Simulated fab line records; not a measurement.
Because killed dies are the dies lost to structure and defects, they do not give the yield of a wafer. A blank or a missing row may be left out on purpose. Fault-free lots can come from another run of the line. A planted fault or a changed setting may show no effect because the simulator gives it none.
Which tool is to blame? | flow nand-harc | 24 lots, 72 wafers sampled, at 4 steps of a route of 1302

== WHAT EACH GAUGE READ, for each wafer ==
NHARC_P_BONDPAD_INSPECT_23.
lot  | measured     | on                | raw-defect-count
L074 | day 6 14:20  | defect-inspect-01 | 251 221 222
L075 | day 7 04:59  | defect-inspect-02 | 317 213 147
L076 | day 7 12:32  | defect-inspect-01 | 554 303 492
L077 | day 7 18:50  | defect-inspect-02 | 383 249 231
L078 | day 8 08:49  | defect-inspect-01 | 250 278 244
L080 | day 9 03:23  | defect-inspect-01 | 156 129 163
L079 | day 9 04:16  | defect-inspect-02 | 301 287 264
L081 | day 9 18:22  | defect-inspect-01 | 232 476 342
L082 | day 10 17:07 | defect-inspect-02 | 381 489 400
L083 | day 11 03:15 | defect-inspect-01 | 214 220 288
L084 | day 11 07:14 | defect-inspect-01 | 288 339 487
L085 | day 11 12:20 | defect-inspect-02 | 493 248 480
L086 | day 11 15:42 | defect-inspect-01 | 307 305 165
L087 | day 11 23:34 | defect-inspect-02 | 320 380 504
L088 | day 12 23:13 | defect-inspect-02 | 242 298 175
L089 | day 13 09:31 | defect-inspect-01 | 229 217 256
L090 | day 13 15:56 | defect-inspect-01 | 564 392 388
L091 | day 13 19:02 | defect-inspect-02 | 334 455 529
L092 | day 14 00:51 | defect-inspect-01 | 301 238 276
L093 | day 14 14:13 | defect-inspect-01 | 392 193 156
L094 | day 14 21:33 | defect-inspect-01 | 204 174 196
L095 | day 15 09:03 | defect-inspect-01 | 292 432 251
L096 | day 16 03:41 | defect-inspect-01 | 251 327 283
L097 | day 16 09:11 | defect-inspect-01 | 447 350 196

NHARC_A_CHANNEL_HOLE_D1_CD_MEAS_10 targets a cd of 100 nm.
lot  | measured     | on        | cd-nm (nm)
L074 | day 8 05:34  | cd-sem-01 | 99.5 99.9 100.0
L075 | day 9 07:31  | cd-sem-01 | 99.5 99.2 99.3
L076 | day 9 10:53  | cd-sem-01 | 100.2 100.0 99.4
L077 | day 9 15:30  | cd-sem-01 | 99.9 100.4 99.9
L078 | day 9 23:46  | cd-sem-02 | 100.2 99.3 100.1
L080 | day 11 00:08 | cd-sem-03 | 99.7 100.1 99.6
L079 | day 10 23:57 | cd-sem-03 | 100.7 100.5 99.9
L081 | day 11 19:14 | cd-sem-02 | 99.2 99.6 99.4
L082 | day 12 08:59 | cd-sem-03 | 99.8 100.0 99.9
L083 | day 12 20:55 | cd-sem-01 | 99.9 99.3 100.2
L084 | day 12 22:12 | cd-sem-01 | 99.8 100.6 100.1
L085 | day 13 05:15 | cd-sem-02 | 101.0 99.5 99.9
L086 | day 13 04:08 | cd-sem-02 | 100.1 99.7 99.7
L087 | day 13 13:50 | cd-sem-03 | 98.7 98.5 99.1
L088 | day 14 23:45 | cd-sem-01 | 98.8 98.6 99.1
L089 | day 15 07:23 | cd-sem-02 | 100.4 99.4 100.9
L090 | day 15 12:34 | cd-sem-03 | 99.2 99.0 99.7
L091 | day 15 07:12 | cd-sem-03 | 99.7 100.7 99.5
L092 | day 15 17:59 | cd-sem-01 | 99.9 98.7 99.1
L093 | day 16 07:10 | cd-sem-02 | 100.1 100.4 101.4
L094 | day 16 19:16 | cd-sem-01 | 99.7 100.4 99.3
L095 | day 17 08:34 | cd-sem-01 | 98.9 98.9 99.6
L096 | day 17 22:16 | cd-sem-01 | 99.1 100.7 100.6
L097 | day 17 22:52 | cd-sem-01 | 99.6 100.2 100.1

NHARC_A_CHANNEL_HOLE_D1_INSPECT_12.
lot  | measured     | on                | raw-defect-count
L074 | day 8 05:42  | defect-inspect-02 | 0 3 4
L075 | day 9 07:38  | defect-inspect-02 | 7 6 9
L076 | day 9 11:01  | defect-inspect-02 | 5 6 7
L077 | day 9 15:37  | defect-inspect-02 | 7 7 5
L078 | day 9 23:54  | defect-inspect-01 | 2 7 1
L080 | day 11 00:16 | defect-inspect-02 | 4 0 2
L079 | day 11 00:05 | defect-inspect-02 | 5 5 2
L081 | day 11 19:21 | defect-inspect-02 | 5 4 11
L082 | day 12 09:07 | defect-inspect-02 | 5 4 3
L083 | day 12 21:02 | defect-inspect-01 | 4 9 4
L084 | day 12 22:20 | defect-inspect-01 | 5 7 6
L085 | day 13 05:23 | defect-inspect-02 | 6 7 8
L086 | day 13 04:16 | defect-inspect-01 | 4 12 6
L087 | day 13 13:58 | defect-inspect-02 | 5 5 5
L088 | day 14 23:52 | defect-inspect-01 | 3 1 2
L089 | day 15 07:30 | defect-inspect-01 | 3 4 8
L090 | day 15 12:42 | defect-inspect-02 | 8 9 1
L091 | day 15 07:20 | defect-inspect-01 | 6 3 2
L092 | day 15 18:07 | defect-inspect-02 | 2 12 6
L093 | day 16 07:17 | defect-inspect-01 | 2 3 2
L094 | day 16 19:24 | defect-inspect-02 | 3 7 6
L095 | day 17 08:41 | defect-inspect-02 | 2 9 3
L096 | day 17 22:24 | defect-inspect-02 | 4 6 6
L097 | day 17 23:00 | defect-inspect-02 | 4 7 4

== WHICH TOOL RAN EACH LOT (tool, then ch and the chambers of the sampled wafers, then the start) ==
lot  | NHARC_P_BONDPAD_ANNEAL_28
L074 | rtp-anneal-02 ch 0, day 6 13:26
L075 | rtp-anneal-02 ch 0, day 7 04:07
L076 | rtp-anneal-01 ch 0, day 7 11:26
L077 | rtp-anneal-01 ch 0, day 7 17:58
L078 | rtp-anneal-02 ch 0, day 8 07:54
L080 | rtp-anneal-02 ch 0, day 9 02:28
L079 | rtp-anneal-01 ch 0, day 9 03:23
L081 | rtp-anneal-02 ch 0, day 9 17:35
L082 | rtp-anneal-02 ch 0, day 10 16:16
L083 | rtp-anneal-01 ch 0, day 11 02:22
L084 | rtp-anneal-01 ch 0, day 11 06:25
L085 | rtp-anneal-01 ch 0, day 11 11:26
L086 | rtp-anneal-01 ch 0, day 11 14:47
L087 | rtp-anneal-02 ch 0, day 11 22:42
L088 | rtp-anneal-02 ch 0, day 12 22:23
L089 | rtp-anneal-02 ch 0, day 13 08:41
L090 | rtp-anneal-02 ch 0, day 13 15:05
L091 | rtp-anneal-01 ch 0, day 13 18:07
L092 | rtp-anneal-01 ch 0, day 13 23:58
L093 | rtp-anneal-01 ch 0, day 14 13:19
L094 | rtp-anneal-01 ch 0, day 14 20:44
L095 | rtp-anneal-01 ch 0, day 15 08:15
L096 | rtp-anneal-02 ch 0, day 16 02:47
L097 | rtp-anneal-02 ch 0, day 16 08:17
- NHARC_P_BONDPAD_ANNEAL_28: time 90 s.

== WHAT THE TOOLS THEMSELVES READ (means of the sampled wafers that have a number; where no wafer has one, the mark that the record gives instead) ==
NHARC_P_BONDPAD_ANNEAL_28.
lot  | tool          | anneal-temp-c-max | wafer_temp_C_max
L074 | rtp-anneal-02 | 226.2             | 226.7
L075 | rtp-anneal-02 | 226.4             | 226.4
L076 | rtp-anneal-01 | 225.9             | 225.8
L077 | rtp-anneal-01 | 226.0             | 225.8
L078 | rtp-anneal-02 | 226.4             | 226.9
L080 | rtp-anneal-02 | 226.2             | 226.5
L079 | rtp-anneal-01 | 226.0             | 226.0
L081 | rtp-anneal-02 | 226.4             | 226.4
L082 | rtp-anneal-02 | 226.2             | 226.5
L083 | rtp-anneal-01 | 225.9             | 225.7
L084 | rtp-anneal-01 | 225.5             | 225.7
L085 | rtp-anneal-01 | 225.8             | 225.7
L086 | rtp-anneal-01 | 226.0             | 225.9
L087 | rtp-anneal-02 | 226.2             | 226.7
L088 | rtp-anneal-02 | 226.6             | 226.6
L089 | rtp-anneal-02 | 226.7             | 226.2
L090 | rtp-anneal-02 | 226.4             | 227.1
L091 | rtp-anneal-01 | 225.9             | 225.5
L092 | rtp-anneal-01 | 226.1             | 225.7
L093 | rtp-anneal-01 | 225.9             | 225.6
L094 | rtp-anneal-01 | 225.9             | 225.6
L095 | rtp-anneal-01 | 225.9             | 225.9
L096 | rtp-anneal-02 | 226.4             | 226.6
L097 | rtp-anneal-02 | 226.2             | 227.1

== THE ANSWER, worked out from the rows above alone ==
Rule: what is usual is taken from the lots themselves. Put in order of their means at a reading, lots are off if they are a third of the lots or fewer, leave a main group of 4 or more, and stand apart from it by a gap of 3 or more times the standard deviation of the main group's means; of several such gaps the widest counts. A main group whose means are all the same, to the digits that the tables above print for the reading, isn't used. A lot without any number at a reading at which 4 lots or more have one is off too. Where the step has rows for the other lots, those lots are counted as sound. The gauges are gone through in route order, then the tools' own readings, and for those a lot's mean is taken as printed above. At the first step where some lot is off, the reading lying furthest off is the one used; lots without a number count as furthest.
None of the lots is off at any reading shown; this tells nothing.

== WHAT THE SIMULATOR PUT IN ==
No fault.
